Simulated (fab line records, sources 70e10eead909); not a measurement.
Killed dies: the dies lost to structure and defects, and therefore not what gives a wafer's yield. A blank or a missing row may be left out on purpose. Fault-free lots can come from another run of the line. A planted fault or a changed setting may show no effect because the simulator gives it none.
Which tool did it? | flow nand harc | 24 lots with 72 wafers sampled at 6 steps, on a route of 1302 steps

## WHAT EACH GAUGE READ, for each wafer
The record holds no reading of a measuring or inspecting step that can be judged against a usual standard deviation.

## WHAT TOOL EACH LOT RAN ON (gives the tool, then ch and the chambers of the sampled wafers, and finally the start)
lot  | NHARC_A_CHANNEL_HOLE_D2_STRIP_28 | NHARC_A_STAIRCASE_ETCH_17      | NHARC_A_STAIRCASE_TRIM_18      | NHARC_A_STAIRCASE_TRIM_22      | NHARC_A_STAIRCASE_ETCH_188     | NHARC_A_STAIRCASE_ETCH_197
L074 | rie diel-12 ch 0,2, no start     | rie diel-13 ch 0,2,3, no start | rie diel-13 ch 0,2,3, no start | rie diel-02 ch 0,1, no start   | rie diel-13 ch 0,2,3, no start | rie diel-02 ch 0,1, no start
L075 | rie diel-04 ch 1,2,3, no start   | rie diel-01 ch 1,2,3, no start | rie diel-01 ch 0,1,3, no start | rie diel-01 ch 0,2,3, no start | rie diel-13 ch 0,1,2, no start | rie diel-01 ch 0,1,2, no start
L076 | rie diel-04 ch 0,1, no start     | rie diel-02 ch 0,1, no start   | rie diel-02 ch 0,1, no start   | rie diel-13 ch 0,2,3, no start | rie diel-02 ch 2,3, no start   | rie diel-02 ch 0,2,3, no start
L077 | rie diel-08 ch 0,1,2, no start   | rie diel-13 ch 0,1,3, no start | rie diel-13 ch 1,2,3, no start | rie diel-02 ch 0,1,3, no start | rie diel-01 ch 0,2,3, no start | rie diel-01 ch 0,2,3, no start
L078 | rie diel-04 ch 0,1,3, no start   | rie diel-02 ch 0,1,3, no start | rie diel-02 ch 0,2,3, no start | rie diel-02 ch 0,1,3, no start | rie diel-01 ch 1,2, no start   | rie diel-13 ch 0,2, no start
L080 | rie diel-08 ch 2,3, no start     | rie diel-02 ch 1,2, no start   | rie diel-02 ch 0,2,3, no start | rie diel-02 ch 0,1, no start   | rie diel-13 ch 0,1,2, no start | rie diel-01 ch 0,1,3, no start
L079 | rie diel-04 ch 1,2,3, no start   | rie diel-01 ch 0,2,3, no start | rie diel-01 ch 0,3, no start   | rie diel-01 ch 0,1,3, no start | rie diel-13 ch 0,2, no start   | rie diel-01 ch 1,2, no start
L081 | rie diel-08 ch 1,3, no start     | rie diel-13 ch 0,2, no start   | rie diel-13 ch 0,2,3, no start | rie diel-13 ch 1,3, no start   | rie diel-13 ch 0,1, no start   | rie diel-13 ch 1,2, no start
L082 | rie diel-12 ch 0,1,3, no start   | rie diel-02 ch 1,2,3, no start | rie diel-02 ch 0,2,3, no start | rie diel-02 ch 0,2,3, no start | rie diel-01 ch 0,1,2, no start | rie diel-13 ch 0,1,3, no start
L083 | rie diel-04 ch 1,3, no start     | rie diel-01 ch 0,3, no start   | rie diel-01 ch 0,2, no start   | rie diel-01 ch 0,1,3, no start | rie diel-02 ch 0,2,3, no start | rie diel-01 ch 0,1,3, no start
L084 | rie diel-08 ch 0,1,2, no start   | rie diel-02 ch 0,1,2, no start | rie diel-02 ch 0,1,2, no start | rie diel-01 ch 1,2,3, no start | rie diel-02 ch 0,2,3, no start | rie diel-02 ch 0,1,2, no start
L086 | rie diel-12 ch 1,2,3, no start   | rie diel-13 ch 0,2,3, no start | rie diel-13 ch 0,1,3, no start | rie diel-02 ch 0,1,2, no start | rie diel-13 ch 1,2,3, no start | rie diel-02 ch 0,2,3, no start
L085 | rie diel-12 ch 0,3, no start     | rie diel-13 ch 0,1, no start   | rie diel-13 ch 1,2,3, no start | rie diel-01 ch 0,1, no start   | rie diel-02 ch 1,2,3, no start | rie diel-01 ch 0,1, no start
L087 | rie diel-12 ch 0,3, no start     | rie diel-02 ch 0,1,2, no start | rie diel-02 ch 2,3, no start   | rie diel-02 ch 0,1,3, no start | rie diel-02 ch 1,3, no start   | rie diel-01 ch 1,2,3, no start
L089 | rie diel-08 ch 0,3, no start     | rie diel-13 ch 1,2,3, no start | rie diel-13 ch 1,2,3, no start | rie diel-13 ch 1,3, no start   | rie diel-13 ch 1,2, no start   | rie diel-01 ch 0,1, no start
L088 | rie diel-04 ch 1,2,3, no start   | rie diel-01 ch 0,1,2, no start | rie diel-01 ch 0,1,3, no start | rie diel-01 ch 0,2,3, no start | rie diel-01 ch 0,1,2, no start | rie diel-02 ch 1,2,3, no start
L091 | rie diel-12 ch 2,3, no start     | rie diel-02 ch 1,2,3, no start | rie diel-02 ch 1,2, no start   | rie diel-02 ch 0,1,3, no start | rie diel-01 ch 0,1,3, no start | rie diel-01 ch 0,1, no start
L090 | rie diel-08 ch 1,2,3, no start   | rie diel-01 ch 0,3, no start   | rie diel-01 ch 0,1,2, no start | rie diel-02 ch 0,2,3, no start | rie diel-02 ch 1,2,3, no start | rie diel-02 ch 0,1,3, no start
L093 | rie diel-12 ch 0,1,3, no start   | rie diel-13 ch 0,1,2, no start | rie diel-13 ch 0,2, no start   | rie diel-02 ch 0,1,2, no start | rie diel-02 ch 0,1,3, no start | rie diel-02 ch 0,1,2, no start
L092 | rie diel-12 ch 0,1,3, no start   | rie diel-01 ch 0,1, no start   | rie diel-01 ch 0,1,3, no start | rie diel-02 ch 0,1,2, no start | rie diel-13 ch 0,1,2, no start | rie diel-02 ch 0,3, no start
L094 | rie diel-12 ch 1,2,3, no start   | rie diel-02 ch 2,3, no start   | rie diel-02 ch 2,3, no start   | rie diel-01 ch 2,3, no start   | rie diel-02 ch 0,1, no start   | rie diel-01 ch 0,2,3, no start
L095 | rie diel-04 ch 1,2, no start     | rie diel-01 ch 1,2,3, no start | rie diel-01 ch 0,2,3, no start | rie diel-13 ch 0,1,2, no start | rie diel-01 ch 0,1,3, no start | rie diel-13 ch 0,2, no start
L096 | rie diel-08 ch 0,2,3, no start   | rie diel-02 ch 1,2, no start   | rie diel-02 ch 0,1,3, no start | rie diel-01 ch 1,2,3, no start | rie diel-13 ch 1,3, no start   | rie diel-01 ch 0,1,3, no start
L097 | rie diel-08 ch 1,2,3, no start   | rie diel-02 ch 1,2,3, no start | rie diel-02 ch 0,1, no start   | rie diel-13 ch 1,2,3, no start | rie diel-01 ch 0,3, no start   | rie diel-01 ch 1,2, no start
- NHARC_A_CHANNEL_HOLE_D2_STRIP_28: strips in O2.
- NHARC_A_STAIRCASE_ETCH_17: etches the open film in C4F8/O2, target depth 100 nm, time 40.5 s.
- NHARC_A_STAIRCASE_TRIM_18: chemistry O2, time 211.2 s.
- NHARC_A_STAIRCASE_TRIM_22: chemistry O2, time 211.2 s.
- NHARC_A_STAIRCASE_ETCH_188: etches the open film in C4F8/O2, target depth 100 nm, time 40.5 s.
- NHARC_A_STAIRCASE_ETCH_197: etches the open film in C4F8/O2, target depth 100 nm, time 40.5 s.

## WHAT THE TOOLS THEMSELVES READ (means of the sampled wafers that have a number; where no wafer has one, the mark that the record gives instead)
NHARC_A_CHANNEL_HOLE_D2_STRIP_28. Usual: drypump motor current A 6.1 A, standard deviation 0.35; oes product au 0.998 a.u., standard deviation 0.012; rf vpp V 57.8 V, standard deviation 0.86; showerhead plenum p Torr 3.54 Torr, standard deviation 0.11; throttle valve pct 17.037 %, standard deviation 0.0084.
lot  | tool        | drypump motor current A (A) | oes product au (a.u.) | rf vpp V (V) | showerhead plenum p Torr (Torr) | throttle valve pct (%) | flag
L074 | rie diel-12 | 5.8                         | 1.010                 | 58.1         | 3.59                            | 17.036                 |
L075 | rie diel-04 | 6.0                         | 0.986                 | 58.3         | 3.66                            | 17.039                 |
L076 | rie diel-04 | 6.1                         | 0.997                 | 58.1         | 3.53                            | 17.041                 |
L077 | rie diel-08 | 6.1                         | 0.990                 | 57.5         | 3.55                            | 17.034                 |
L078 | rie diel-04 | 6.1                         | 0.999                 | 57.3         | 3.56                            | 17.045                 |
L080 | rie diel-08 | 6.6                         | 0.997                 | 56.9         | 3.40                            | 17.044                 |
L079 | rie diel-04 | 5.9                         | 0.993                 | 58.4         | 3.66                            | 17.036                 |
L081 | rie diel-08 | 6.1                         | 1.004                 | 57.6         | 3.50                            | 17.039                 |
L082 | rie diel-12 | 6.2                         | 0.986                 | 58.4         | 3.57                            | 17.035                 |
L083 | rie diel-04 | 6.1                         | 1.000                 | 58.0         | 3.60                            | 17.042                 |
L084 | rie diel-08 | 6.1                         | 0.996                 | 58.5         | 3.55                            | 17.028                 |
L086 | rie diel-12 | 6.2                         | 1.003                 | 58.5         | 3.53                            | 17.042                 |
L085 | rie diel-12 | 6.1                         | 0.999                 | 57.1         | 3.61                            | 17.035                 |
L087 | rie diel-12 | 6.2                         | 1.006                 | 58.2         | 3.59                            | 17.036                 |
L089 | rie diel-08 | 6.0                         | 0.981                 | 57.5         | 3.41                            | 17.041                 |
L088 | rie diel-04 | 5.9                         | 0.997                 | 57.2         | 3.66                            | 17.040                 |
L091 | rie diel-12 | 6.1                         | 0.995                 | 58.9         | 3.55                            | 17.029                 |
L090 | rie diel-08 | 6.3                         | 0.994                 | 57.6         | 3.49                            | 17.028                 |
L093 | rie diel-12 | 6.3                         | 1.001                 | 58.3         | 3.57                            | 17.033                 |
L092 | rie diel-12 | 6.3                         | 1.004                 | 57.6         | 3.57                            | 17.040                 |
L094 | rie diel-12 | 6.2                         | 0.997                 | 57.2         | 3.52                            | 17.038                 |
L095 | rie diel-04 | 6.1                         | 0.999                 | 58.5         | 3.71                            | 17.039                 |
L096 | rie diel-08 | 6.3                         | 0.983                 | 58.5         | 3.45                            | 17.035                 |
L097 | rie diel-08 | 6.4                         | 1.000                 | 58.0         | 3.49                            | 17.034                 |

NHARC_A_STAIRCASE_ETCH_17. Usual: oes product au 0.945 a.u., standard deviation 0.016; rf vpp V 896 V, standard deviation 5.9.
lot  | tool        | oes product au (a.u.) | rf vpp V (V) | flag
L074 | rie diel-13 | 0.941                 | 896          |
L075 | rie diel-01 | 0.938                 | 897          |
L076 | rie diel-02 | 0.962                 | 892          |
L077 | rie diel-13 | 0.962                 | 898          |
L078 | rie diel-02 | 0.947                 | 897          |
L080 | rie diel-02 | 0.942                 | 892          |
L079 | rie diel-01 | 0.936                 | 895          |
L081 | rie diel-13 | 0.949                 | 892          |
L082 | rie diel-02 | 0.955                 | 898          |
L083 | rie diel-01 | 0.939                 | 893          |
L084 | rie diel-02 | 0.951                 | 892          |
L086 | rie diel-13 | 0.944                 | 897          |
L085 | rie diel-13 | 0.961                 | 892          |
L087 | rie diel-02 | 0.947                 | 892          |
L089 | rie diel-13 | 0.965                 | 902          |
L088 | rie diel-01 | 0.949                 | 893          |
L091 | rie diel-02 | 0.952                 | 897          |
L090 | rie diel-01 | 0.918                 | 895          |
L093 | rie diel-13 | 0.947                 | 897          |
L092 | rie diel-01 | 0.925                 | 895          |
L094 | rie diel-02 | 0.928                 | 893          |
L095 | rie diel-01 | 0.934                 | 895          |
L096 | rie diel-02 | 0.946                 | 895          |
L097 | rie diel-02 | 0.943                 | 897          |

NHARC_A_STAIRCASE_TRIM_18. Usual: drypump motor current A 5.6 A, standard deviation 0.38; oes product au 1.002 a.u., standard deviation 0.016; rf vpp V 57.7 V, standard deviation 0.83; showerhead plenum p Torr 3.53 Torr, standard deviation 0.16; throttle valve pct 17.037 %, standard deviation 0.0097.
lot  | tool        | drypump motor current A (A) | oes product au (a.u.) | rf vpp V (V) | showerhead plenum p Torr (Torr) | throttle valve pct (%) | flag
L074 | rie diel-13 | 5.7                         | 1.010                 | 58.3         | 3.58                            | 17.044                 |
L075 | rie diel-01 | 5.7                         | 1.004                 | 57.7         | 3.53                            | 17.037                 |
L076 | rie diel-02 | 5.5                         | 1.008                 | 58.1         | 3.52                            | 17.035                 |
L077 | rie diel-13 | 5.6                         | 1.011                 | 58.2         | 3.72                            | 17.044                 |
L078 | rie diel-02 | 5.6                         | 1.009                 | 57.4         | 3.49                            | 17.041                 |
L080 | rie diel-02 | 5.6                         | 0.994                 | 58.2         | 3.48                            | 17.044                 |
L079 | rie diel-01 | 5.5                         | 0.985                 | 57.4         | 3.54                            | 17.032                 |
L081 | rie diel-13 | 5.7                         | 1.014                 | 57.3         | 3.57                            | 17.028                 |
L082 | rie diel-02 | 5.6                         | 1.003                 | 58.4         | 3.48                            | 17.041                 |
L083 | rie diel-01 | 5.8                         | 0.999                 | 58.2         | 3.40                            | 17.036                 |
L084 | rie diel-02 | 5.7                         | 0.998                 | 57.8         | 3.43                            | 17.035                 |
L086 | rie diel-13 | 5.9                         | 1.012                 | 56.8         | 3.56                            | 17.030                 |
L085 | rie diel-13 | 5.6                         | 1.020                 | 58.7         | 3.70                            | 17.036                 |
L087 | rie diel-02 | 5.5                         | 0.997                 | 57.3         | 3.60                            | 17.037                 |
L089 | rie diel-13 | 5.6                         | 1.022                 | 57.6         | 3.69                            | 17.037                 |
L088 | rie diel-01 | 5.7                         | 0.990                 | 57.7         | 3.51                            | 17.038                 |
L091 | rie diel-02 | 5.8                         | 1.010                 | 57.0         | 3.43                            | 17.039                 |
L090 | rie diel-01 | 5.9                         | 0.986                 | 57.4         | 3.44                            | 17.033                 |
L093 | rie diel-13 | 5.8                         | 1.012                 | 57.7         | 3.56                            | 17.042                 |
L092 | rie diel-01 | 5.7                         | 0.981                 | 57.8         | 3.50                            | 17.041                 |
L094 | rie diel-02 | 5.7                         | 1.001                 | 56.6         | 3.47                            | 17.031                 |
L095 | rie diel-01 | 5.7                         | 0.991                 | 57.5         | 3.44                            | 17.037                 |
L096 | rie diel-02 | 5.4                         | 0.994                 | 57.4         | 3.53                            | 17.038                 |
L097 | rie diel-02 | 5.5                         | 1.005                 | 57.7         | 3.49                            | 17.036                 |

NHARC_A_STAIRCASE_TRIM_22. Usual: drypump motor current A 5.6 A, standard deviation 0.37; oes product au 1.000 a.u., standard deviation 0.014; rf vpp V 57.7 V, standard deviation 0.87; showerhead plenum p Torr 3.52 Torr, standard deviation 0.16; throttle valve pct 17.036 %, standard deviation 0.0086.
lot  | tool        | drypump motor current A (A) | oes product au (a.u.) | rf vpp V (V) | showerhead plenum p Torr (Torr) | throttle valve pct (%) | flag
L074 | rie diel-02 | 5.5                         | 1.014                 | 57.4         | 3.43                            | 17.041                 |
L075 | rie diel-01 | 5.7                         | 0.987                 | 57.3         | 3.48                            | 17.036                 |
L076 | rie diel-13 | 5.7                         | 1.015                 | 57.7         | 3.57                            | 17.038                 |
L077 | rie diel-02 | 5.4                         | 1.009                 | 58.1         | 3.57                            | 17.032                 |
L078 | rie diel-02 | 5.4                         | 0.998                 | 57.9         | 3.57                            | 17.031                 |
L080 | rie diel-02 | 5.5                         | 1.002                 | 57.6         | 3.43                            | 17.034                 |
L079 | rie diel-01 | 5.7                         | 0.997                 | 57.6         | 3.53                            | 17.034                 |
L081 | rie diel-13 | 5.8                         | 1.019                 | 57.9         | 3.71                            | 17.038                 |
L082 | rie diel-02 | 5.6                         | 0.995                 | 57.6         | 3.48                            | 17.034                 |
L083 | rie diel-01 | 5.7                         | 0.990                 | 57.4         | 3.52                            | 17.038                 |
L084 | rie diel-01 | 5.5                         | 0.990                 | 57.1         | 3.53                            | 17.033                 |
L086 | rie diel-02 | 5.7                         | 0.999                 | 57.9         | 3.43                            | 17.030                 |
L085 | rie diel-01 | 5.8                         | 0.987                 | 57.6         | 3.50                            | 17.047                 |
L087 | rie diel-02 | 5.4                         | 0.995                 | 57.1         | 3.55                            | 17.030                 |
L089 | rie diel-13 | 5.5                         | 1.027                 | 58.4         | 3.67                            | 17.039                 |
L088 | rie diel-01 | 5.7                         | 0.981                 | 57.8         | 3.46                            | 17.034                 |
L091 | rie diel-02 | 5.4                         | 1.001                 | 57.3         | 3.55                            | 17.041                 |
L090 | rie diel-02 | 5.6                         | 0.998                 | 57.6         | 3.47                            | 17.033                 |
L093 | rie diel-02 | 5.7                         | 1.003                 | 57.3         | 3.41                            | 17.035                 |
L092 | rie diel-02 | 5.7                         | 0.997                 | 57.2         | 3.41                            | 17.041                 |
L094 | rie diel-01 | 5.5                         | 0.995                 | 57.8         | 3.46                            | 17.039                 |
L095 | rie diel-13 | 6.0                         | 1.002                 | 58.3         | 3.56                            | 17.035                 |
L096 | rie diel-01 | 5.5                         | 1.001                 | 58.1         | 3.50                            | 17.042                 |
L097 | rie diel-13 | 5.6                         | 1.010                 | 57.1         | 3.68                            | 17.037                 |

NHARC_A_STAIRCASE_ETCH_188. Usual: oes product au 0.942 a.u., standard deviation 0.016; rf vpp V 896 V, standard deviation 6.1.
lot  | tool        | oes product au (a.u.) | rf vpp V (V) | flag
L074 | rie diel-13 | 0.947                 | 898          |
L075 | rie diel-13 | 0.942                 | 898          |
L076 | rie diel-02 | 0.926                 | 899          |
L077 | rie diel-01 | 0.919                 | 895          |
L078 | rie diel-01 | 0.955                 | 896          |
L080 | rie diel-13 | 0.932                 | 898          |
L079 | rie diel-13 | 0.932                 | 898          |
L081 | rie diel-13 | 0.945                 | 898          |
L082 | rie diel-01 | 0.930                 | 894          |
L083 | rie diel-02 | 0.950                 | 895          |
L084 | rie diel-02 | 0.935                 | 894          |
L086 | rie diel-13 | 0.958                 | 902          |
L085 | rie diel-02 | 0.951                 | 897          |
L087 | rie diel-02 | 0.952                 | 902          |
L089 | rie diel-13 | 0.945                 | 902          |
L088 | rie diel-01 | 0.945                 | 894          |
L091 | rie diel-01 | 0.925                 | 895          |
L090 | rie diel-02 | 0.933                 | 897          |
L093 | rie diel-02 | 0.944                 | 896          |
L092 | rie diel-13 | 0.964                 | 897          |
L094 | rie diel-02 | 0.938                 | 891          |
L095 | rie diel-01 | 0.952                 | 895          |
L096 | rie diel-13 | 0.962                 | 901          |
L097 | rie diel-01 | 0.934                 | 896          |

NHARC_A_STAIRCASE_ETCH_197. Usual: oes product au 0.951 a.u., standard deviation 0.019; rf vpp V 895 V, standard deviation 5.4.
lot  | tool        | oes product au (a.u.) | rf vpp V (V) | flag
L074 | rie diel-02 | 0.978                 | 891          |
L075 | rie diel-01 | 0.961                 | 893          |
L076 | rie diel-02 | 0.958                 | 895          |
L077 | rie diel-01 | 0.935                 | 894          |
L078 | rie diel-13 | 0.958                 | 898          |
L080 | rie diel-01 | 0.950                 | 896          |
L079 | rie diel-01 | 0.949                 | 894          |
L081 | rie diel-13 | 0.954                 | 904          |
L082 | rie diel-13 | 0.934                 | 898          |
L083 | rie diel-01 | 0.950                 | 895          |
L084 | rie diel-02 | 0.932                 | 892          |
L086 | rie diel-02 | 0.959                 | 894          |
L085 | rie diel-01 | 0.948                 | 892          |
L087 | rie diel-01 | 0.915                 | 895          |
L089 | rie diel-01 | 0.967                 | 893          |
L088 | rie diel-02 | 0.969                 | 896          |
L091 | rie diel-01 | 0.921                 | 894          |
L090 | rie diel-02 | 0.944                 | 896          |
L093 | rie diel-02 | 0.945                 | 891          |
L092 | rie diel-02 | 0.954                 | 898          |
L094 | rie diel-01 | 0.961                 | 893          |
L095 | rie diel-13 | 0.952                 | 897          |
L096 | rie diel-01 | 0.963                 | 894          |
L097 | rie diel-01 | 0.954                 | 895          |

## THE ANSWER, worked out from the rows above alone
Rule: take the mean of a lot's wafers that have a number; if it is more than 3 standard deviations from the usual mean, the lot is off. A lot without any number at a reading at which 4 lots or more have one is off too. Where the step has rows for the other lots, those lots are counted as sound. First the gauges in route order, then the tools' own readings, where a lot's mean is used as printed above. At the first step where some lot is off, the reading lying furthest off is the one used; lots without a number count as furthest.
None of the lots is off at any reading shown; this tells nothing.

## WHAT HAD BEEN PUT IN BY THE SIMULATOR
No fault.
